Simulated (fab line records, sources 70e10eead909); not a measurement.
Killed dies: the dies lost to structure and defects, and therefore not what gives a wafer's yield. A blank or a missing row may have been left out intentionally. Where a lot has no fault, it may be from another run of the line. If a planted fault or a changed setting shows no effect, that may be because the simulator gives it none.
Chamber matching | flow nand_harc | 3 sister chambers for NHARC_A_STAIRCASE_DEP_301 on pecvd-03
The step deposits SiON, target thk 30 nm. 6 wafers are shown with their chamber, then 11 later ones without.

WAFERS WITH THEIR CHAMBER
wafer  | chamber | heater_power_w (W) | chamber_pressure_Torr (Torr)
L084.6 | 1       | 754                | 3.497
L087.3 | 0       | 736                | 3.490
L087.6 | 1       | 656                | 3.493
L089.5 | 0       | 610                | 3.504
L089.6 | 2       | 668                | 3.507
L093.1 | 2       | 591                | 3.505

WAFERS WITHOUT THEIR CHAMBER
wafer  | heater_power_w (W) | chamber_pressure_Torr (Torr)
L093.2 | 773                | 3.489
L093.5 | 625                | 3.505
L095.4 | 687                | 3.508
L095.5 | 570                | 3.501
L095.6 | 715                | 3.496
L094.1 | 753                | 3.513
L094.3 | 605                | 3.488
L094.5 | 752                | 3.520
L096.1 | 469                | 3.486
L096.2 | 693                | 3.492
L096.4 | 680                | 3.497

EACH ONE'S CHAMBER
wafer  | from the rows above          | in truth
L093.2 | can't be placed: 1 or 0      | 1
L093.5 | can't be placed: 2 or 0 or 1 | 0
L095.4 | can't be placed: 2 or 0 or 1 | 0
L095.5 | can't be placed: 2 or 0 or 1 | 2
L095.6 | can't be placed: 1 or 0 or 2 | 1
L094.1 | can't be placed: 2 or 0 or 1 | 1
L094.3 | can't be placed: 0 or 1 or 2 | 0
L094.5 | can't be placed: 2 or 0 or 1 | 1
L096.1 | can't be placed: 0 or 1 or 2 | 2
L096.2 | can't be placed: 1 or 0 or 2 | 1
L096.4 | can't be placed: 0 or 1 or 2 | 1
Correctly placed: 0 of 11. These rows do not allow placing 11 (true chamber among the candidates in 11). Number placed wrongly: 0.
How it was worked out, from the rows above alone: a wafer's distance from a chamber is the root of the sum, over the readings, of the square of ((its reading less the chamber's mean) divided by the reading's scatter). If the next closest chamber is less than 2 further off than the closest, the wafer can't be placed; otherwise it belongs to the closest. For every chamber, the mean is computed from those of its wafers that are shown. The scatter is the square root of a quotient: the sum, over the shown wafers, of each reading's squared deviation from its chamber's mean, divided by wafers minus chambers.
